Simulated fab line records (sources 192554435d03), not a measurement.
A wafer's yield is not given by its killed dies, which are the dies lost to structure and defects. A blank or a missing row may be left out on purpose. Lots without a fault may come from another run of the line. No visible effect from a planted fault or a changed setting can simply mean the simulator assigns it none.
Matching of chambers	flow n5 finfet	4 sister chambers for N5_BEOL_M3_ETCH_64 on rie diel-01
The step etches SOC in N2/H2, target depth 75 nm, overetch 15 nm, time 112.5 s. 14 wafers are shown with their chamber, then 7 later ones without.

WAFERS WITH THEIR CHAMBER
wafer	chamber	drypump motor current A (A)	showerhead plenum p Torr (Torr)	throttle valve pct (%)
L074.1	0	5.3	2.57	17.82
L074.2	1	5.5	2.64	17.87
L074.4	2	5.8	2.52	18.27
L076.2	3	5.2	2.51	18.02
L076.3	2	5.8	2.52	18.26
L076.5	2	5.9	2.52	18.27
L086.2	2	5.9	2.51	18.30
L086.4	3	5.2	2.50	18.07
L086.6	3	5.2	2.50	18.06
L088.1	1	5.5	2.63	17.92
L088.5	2	5.8	2.51	18.33
L088.6	3	5.2	2.50	18.07
L091.1	2	5.9	2.51	18.31
L091.2	3	5.2	2.50	18.07

SIGNATURES (averages over the wafers above)
reading	chamber 0	chamber 1	chamber 2	chamber 3	scatter within a chamber
drypump motor current A	5.300	5.500	5.850	5.200	0.0387
showerhead plenum p Torr	2.5700	2.6350	2.5150	2.5020	0.00529
throttle valve pct	17.8200	17.8950	18.2900	18.0580	0.0263
Rule: for each reading, subtract the chamber's mean from the wafer's reading, divide by that reading's scatter and square the result; add these up over the readings and take the root, which gives the wafer's distance from the chamber. If the next closest chamber is less than 2 further off than the closest, the wafer can't be placed; otherwise it belongs to the closest. The scatter: the root of (the sum of the squares of (reading less its chamber's mean) over the shown wafers, divided by (wafers less chambers)).

WAFERS WITH NO CHAMBER GIVEN
wafer	drypump motor current A (A)	showerhead plenum p Torr (Torr)	throttle valve pct (%)
L091.6	5.9	2.51	18.34
L092.1	5.9	2.51	18.32
L092.4	5.2	2.50	18.07
L092.6	5.5	2.63	17.92
L094.2	5.8	2.50	18.32
L094.3	5.5	2.63	17.92
L094.5	5.5	2.63	17.93

WHICH CHAMBER EACH ONE RAN IN
wafer	from the rows above	in truth
L091.6	2	2
L092.1	2	2
L092.4	3	3
L092.6	1	1
L094.2	2	2
L094.3	1	1
L094.5	1	1
Correct placement for 7 of the 7. Not placeable from these rows: 0. Number placed wrongly: 0.
